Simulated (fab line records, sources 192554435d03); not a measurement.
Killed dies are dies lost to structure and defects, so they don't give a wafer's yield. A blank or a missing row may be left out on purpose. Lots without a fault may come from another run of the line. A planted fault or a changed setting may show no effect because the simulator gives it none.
A struck lot beside a sound one | flow n5_finfet | 41 steps out of a route of 1938
Sound: wafers L319.2, L319.3, L319.6. Struck: wafer L335.4. (L335.1, L335.3 of the same lot were not struck and are left out.) The cause comes at the end.
At each step with rows: each side's tool, then ch and its chambers, then its first start. Under that, the readings that differ: sound wafers | struck wafers | difference of the means | sigmas: that difference in standard deviations of wafers without a fault.
alike: readings whose means differ by less than 2 such deviations, and words and numbers that are the same on both sides. not compared: withheld readings, readings that some wafer has no value for, bounds like >300 that may hide the same value, and numbers for which the record gives no deviation and whose values overlap.
The two part at a step that has a row with sigmas, a row that says differs or no value, or rows on one side only. Numbers that don't overlap but have no deviation are shown without sigmas and don't part them. A reading that every wafer of one side lacks parts them only if that side has two wafers or more.

first, 1 step without rows for these wafers: N5_BEOL_M0_STRIP_142 (strips in N2/H2, time 10 s).
N5_BEOL_M0_OCD_MEAS_108:
  sound on ocd-02, day 6 01:37; struck on ocd-01, day 10 04:08
  alike: trench_depth_nm
then, 5 steps without rows for these wafers: N5_BEOL_M0_HM_STRIP_129 (strips TiN in peroxide tin strip, target depth 17 nm, time 108 s); N5_BEOL_M0_SRD_130 (time 30 s); N5_BEOL_M0_ETCH_109 (etches SiCN in CH3F/O2, target depth 8 nm, overetch 2.4 nm, time 27.4 s); N5_BEOL_M0_STRIP_139 (strips in post etch residue remover, time 60 s); N5_BEOL_M0_SRD_111 (time 30 s).
N5_BEOL_M0_DEGAS_112: time 60 s.
  sound on pvd_sputter-01, day 6 01:57; struck on pvd_sputter-01, day 10 04:37
  alike: heater_power_w
then, 4 steps without rows for these wafers: N5_BEOL_M0_PRE_CLEAN_113 (time 30 s); N5_BEOL_M0_ALD_136 (deposits TaN, pulse time 2 s, purge time 3 s, co reactant purge time 2 s); N5_BEOL_M0_SURFACE_TREAT_137; N5_BEOL_M0_CVD_115 (deposits Co from CCTBA/H2, time 120 s).
N5_BEOL_M0_SPUTTER_116: material Cu, target thk 4 nm, time 7.37 s.
  sound on pvd_sputter-01, day 6 02:29; struck on pvd_sputter-01, day 10 05:22
  alike: throttle_valve_pct
N5_BEOL_M0_ANNEAL_117: time 60 s.
  sound on pvd_sputter-01, day 6 02:34; struck on pvd_sputter-01, day 10 05:26
  alike: heater_power_w
then, 11 steps without rows for these wafers: N5_BEOL_M0_SPUTTER_132 (material Cu, target thk 4 nm, time 7.37 s); N5_BEOL_M0_ANNEAL_133 (time 60 s); N5_BEOL_M0_SPUTTER_134 (material Cu, target thk 4 nm, time 7.37 s); N5_BEOL_M0_ANNEAL_135 (time 60 s); N5_BEOL_M0_SPUTTER_141 (material Cu, target thk 4 nm, time 7.37 s); N5_BEOL_M0_ECD_118 (material Cu, target thk 300 nm); N5_BEOL_M0_ANNEAL_119 (time 90 s); N5_BEOL_M0_CMP_120 (polishes, stops on SiOC, t overpolish 6.9 s); N5_BEOL_M0_PRE_CLEAN_131 (time 15 s); N5_BEOL_M0_CO_CAP_123 (material Co, precursor CCTBA/H2, target thk 2 nm, time 102.1 s); N5_BEOL_M0_PRE_CLEAN_124 (time 15 s).
N5_BEOL_M0_DEP_125: deposits SiCN from 3MS/NH3, target thk 8 nm, time 14 s.
  sound on pecvd-02 ch 0,1,2, day 6 03:52; struck on pecvd-03 ch 0, day 10 06:43
  alike: showerhead_plenum_p_Torr, throttle_valve_pct
N5_BEOL_M0_RS_MEAS_126: measures by four-point-probe.
  sound on film_metro-01, day 6 03:56; struck on film_metro-02, day 10 06:47
  reading        | sound             | struck | difference | sigmas
  M0_RS (ohm/sq) | 0.558 0.578 0.546 | 0.518  | -0.043     | -3
then, 1 step without rows for these wafers: N5_BEOL_M1_ILD_DEP_00 (deposits SiOC from DEMS/O2, target thk 79 nm, time 15.3 s).
N5_BEOL_M1_THK_MEAS_01:
  sound on film_metro-02, day 6 04:04; struck on film_metro-02, day 10 06:55
  alike: M1_ILD_THK
N5_BEOL_M1_PECVD_72: deposits SiO2 from TEOS/O2, target thk 16 nm, time 18 s.
  sound on pecvd-02 ch 0,1,2, day 6 04:07; struck on pecvd-03 ch 1, day 10 06:57
  alike: heater_power_w, showerhead_plenum_p_Torr, throttle_valve_pct
N5_BEOL_M1_HM_DEP_02: deposits TiN, target thk 20 nm.
  sound on pvd_sputter-03, day 6 04:54; struck on pvd_sputter-03, day 10 07:20
  alike: throttle_valve_pct
then, 9 steps without rows for these wafers: N5_BEOL_M1_COAT_61 (time 60 s, resist thk 60 nm); N5_BEOL_M1_COAT_62 (time 60 s, resist thk 12 nm); N5_BEOL_M1_COAT_73 (time 60 s, resist thk 5 nm); N5_BEOL_M1_COAT_05 (resist thk 30 nm); N5_BEOL_M1_EBR_07; N5_BEOL_M1_SOFTBAKE_06 (time 60 s); N5_BEOL_M1_EXPOSE_08 (exposes mask M1); N5_BEOL_M1_PEB_09 (peb time 60 s); N5_BEOL_M1_DEVELOP_10 (develop time 30 s).
-- the record jumps here: 6 days lie between the struck wafers' starts before and after (it left off in module BEOL_M1 and takes up again in module PASSIVATION, whose first step shown is number 1936 of the route) --
N5_PASSIVATION_PROBE_49:
  the record has rows for the struck wafers here (prober-02, day 16 04:53) and none for the sound ones

WHERE THEY PART
First at N5_BEOL_M0_RS_MEAS_126; last, within this record, at N5_PASSIVATION_PROBE_49.

WHY: what the simulator had put in
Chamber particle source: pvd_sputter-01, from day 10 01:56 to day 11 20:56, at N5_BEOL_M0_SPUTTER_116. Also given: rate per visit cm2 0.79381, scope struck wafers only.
